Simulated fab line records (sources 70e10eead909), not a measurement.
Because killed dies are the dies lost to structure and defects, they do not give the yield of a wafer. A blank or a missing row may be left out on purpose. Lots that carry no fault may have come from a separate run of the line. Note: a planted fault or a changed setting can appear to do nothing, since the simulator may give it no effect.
Which of the tools did it?	flow nand_harc	6 lots with 18 wafers sampled at 5 steps, on a route of 1302 steps

## WHAT THE GAUGES READ, wafer by wafer
NHARC_A_CONTACT_INSPECT_23.
lot	measured	on	raw_defect_count
L768	day 23 10:18	defect_inspect-02	802 410 565
L771	day 23 21:03	defect_inspect-02	2732 2677 2687
L780	day 27 11:26	defect_inspect-02	393 448 583
L782	day 28 14:35	defect_inspect-01	427 480 418
L785	day 30 01:10	defect_inspect-02	686 587 499
L787	day 30 15:47	defect_inspect-02	316 460 480

## WHICH TOOL RAN EACH LOT (tool, then ch and the chambers of the sampled wafers, then the start)
lot	NHARC_A_CONTACT_ETCH_30	NHARC_A_CONTACT_ETCH_137	NHARC_A_CONTACT_ETCH_139	NHARC_A_CONTACT_CMP_20
L768	rie_diel-01 ch 0,1,2, day 23 05:57 or earlier	har_cap_etch-01 ch 1, day 23 05:57	har_cap_etch-01 ch 1, day 23 06:29	cmp-01 ch 2,3, day 23 09:55
L771	rie_diel-04 ch 0,1, day 23 17:07 or earlier	har_cap_etch-02 ch 0,1, day 23 17:07	har_cap_etch-02 ch 0,1, day 23 17:39	cmp-03 ch 0,1,2, day 23 20:39
L780	rie_diel-01 ch 0,3, day 27 07:41 or earlier	har_cap_etch-01 ch 0,1, day 27 07:41	har_cap_etch-01 ch 0,1, day 27 08:14	cmp-03 ch 0,1,3, day 27 11:05
L782	rie_diel-04 ch 0,1,2, day 28 10:44 or earlier	har_cap_etch-01 ch 0,1, day 28 10:44	har_cap_etch-01 ch 0,1, day 28 11:17	cmp-03 ch 0,1,2, day 28 14:12
L785	rie_diel-04 ch 0,2,3, day 29 21:23 or earlier	har_cap_etch-02 ch 0,1, day 29 21:23	har_cap_etch-02 ch 0,1, day 29 21:56	cmp-03 ch 0,2,3, day 30 00:46
L787	rie_diel-06 ch 1,3, day 30 11:58 or earlier	har_cap_etch-03 ch 0,1, day 30 11:58	har_cap_etch-03 ch 0,1, day 30 12:31	cmp-03 ch 1,2, day 30 15:23
- NHARC_A_CONTACT_ETCH_30: etches the open film in CF4/CHF3, target depth 72.6 nm, time 36.3 s.
- NHARC_A_CONTACT_ETCH_137: etches the open film in C4F8/O2/Ar, time 311 s, target depth 1912 nm.
- NHARC_A_CONTACT_ETCH_139: etches the open film in C4F8/O2/Ar, time 195 s, target depth 840 nm.
- NHARC_A_CONTACT_CMP_20: polishes, t overpolish 30 s, target thk 300 nm.

## THE ANSWER, worked out from the rows above alone
Rule: usual is defined by the lots themselves. Put in order of their means at a reading, lots are off if they are a third of the lots or fewer, leave a main group of 4 or more, and stand apart from it by a gap of 3 or more times the standard deviation of the main group's means; of several such gaps the widest counts. A main group is skipped when, at the precision printed for the reading in the tables above, its means are all equal. Also off: a lot with no number at a reading for which 4 or more lots have one. Where the step has rows for the other lots, those lots are counted as sound.
Off at NHARC_A_CONTACT_INSPECT_23 (raw_defect_count): L771. For the main group the mean is 504 and the standard deviation 74.
If a tool, at a process step before that reading, ran all the lots that are off and no sound lot after the first of them, it fits. Gauges at NHARC_A_CONTACT_INSPECT_23: tried the same way as those tools. NHARC_A_CONTACT_ETCH_30: start missing for some lots; hours and lot order therefore follow NHARC_A_CONTACT_ETCH_137. Of those tried, none fits.

## WHAT HAD BEEN PUT IN BY THE SIMULATOR
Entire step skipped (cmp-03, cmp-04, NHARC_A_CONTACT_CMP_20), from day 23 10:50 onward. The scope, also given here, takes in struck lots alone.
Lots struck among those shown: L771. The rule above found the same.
